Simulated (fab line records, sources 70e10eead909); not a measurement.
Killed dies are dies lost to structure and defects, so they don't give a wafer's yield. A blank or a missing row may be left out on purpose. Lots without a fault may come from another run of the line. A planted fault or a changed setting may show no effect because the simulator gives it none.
Problem report in the 8D (eight disciplines) form, filled by code | flow nand_harc | the parts of the form that need people (team, actions taken, sign-off) are left out

1. THE PROBLEM
rf_fwd_power_W at NHARC_P_CONTACT_DEP_30 reads a mean of 521.9 W on 2 wafers of 2 lots; wafers without a fault read 448.9 W with a standard deviation of 1.4. That is +52 standard deviations from the usual mean.
The step: deposits SiNx, target thk 30 nm.
First seen on wafer L217.1, day 8 08:19, on pecvd-03. The record holds 39 wafers of 13 lots with a number at this step. Rule for "out", or "out of limits": more than 4 standard deviations from the usual mean. The other wafers with a number count as sound.

2. WHAT IT IS AND WHAT IT IS NOT
question                    | is               | is not
which readings at this step | rf_fwd_power_W   | heater_power_w
which lots                  | L217, L220       | L211, L212, L213, L214, L218, L225, L227, L229, L230, L232, L234
which wafers of those lots  | L217.1, L220.6   | L217.3, L217.5, L220.4, L220.5
read on which tools         | pecvd-03         | pecvd-01, pecvd-02
when                        | from day 8 08:19 | up to then (14 sound wafers); but 23 sound wafers of L218, L220, L225, L227, L229, L230, L232, L234 came after

3. SUSPECTS, AND WHAT RULES EACH OUT
Counting: a tool at a process step up to the reading stays a suspect if it ran every lot that is out. Sound lots after the first of them don't rule it out here, since some wafers of a struck lot are sound.
- rtp_anneal-01 at NHARC_P_GATE_RTA_80 (time 30 s): kept. It ran every lot that is out, first L217 (day 8 07:34); its last sound lot up to then is L213 (day 6 16:37).
- pecvd-03 at NHARC_P_CONTACT_DEP_30 (deposits SiNx, target thk 30 nm): kept. It ran every lot that is out, first L217 (day 8 08:19); its last sound lot up to then is L213 (day 6 17:20). Its own readings are out on those wafers: rf_fwd_power_W.
- Within pecvd-03 at NHARC_P_CONTACT_DEP_30: the wafers that are out ran in chamber 1; their sound lot-mates ran in chambers 0, 2.
Left after counting: rtp_anneal-01 at NHARC_P_GATE_RTA_80, pecvd-03 at NHARC_P_CONTACT_DEP_30.

4. THE CAUSE (what the simulator had put in)
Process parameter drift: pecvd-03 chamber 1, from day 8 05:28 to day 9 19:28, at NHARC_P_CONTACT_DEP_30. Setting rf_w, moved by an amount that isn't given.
Counting left 2 suspects, and this tool is among them.

5. THE CHAIN OF EFFECTS, in route order
Each row: a reading whose mean over the struck wafers that have a number lies more than 3 standard deviations from the usual. Only readings for which the record gives a usual standard deviation are gone through. hours: the time from each lot's start at the first step in this table that gives one to its start at this step, as a median over the lots. sigmas: the change in usual standard deviations.
hours | step                   | reading        | usual   | on struck wafers | change | sigmas
0     | NHARC_P_CONTACT_DEP_30 | rf_fwd_power_W | 448.9 W | 521.9            | +73.0  | +52
The process steps in it:
- NHARC_P_CONTACT_DEP_30: deposits SiNx, target thk 30 nm.

6. WHAT WOULD HAVE CAUGHT IT SOONER
In this record the first reading out of limits was taken at day 8 08:19, 3 hours after the fault began at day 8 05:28.
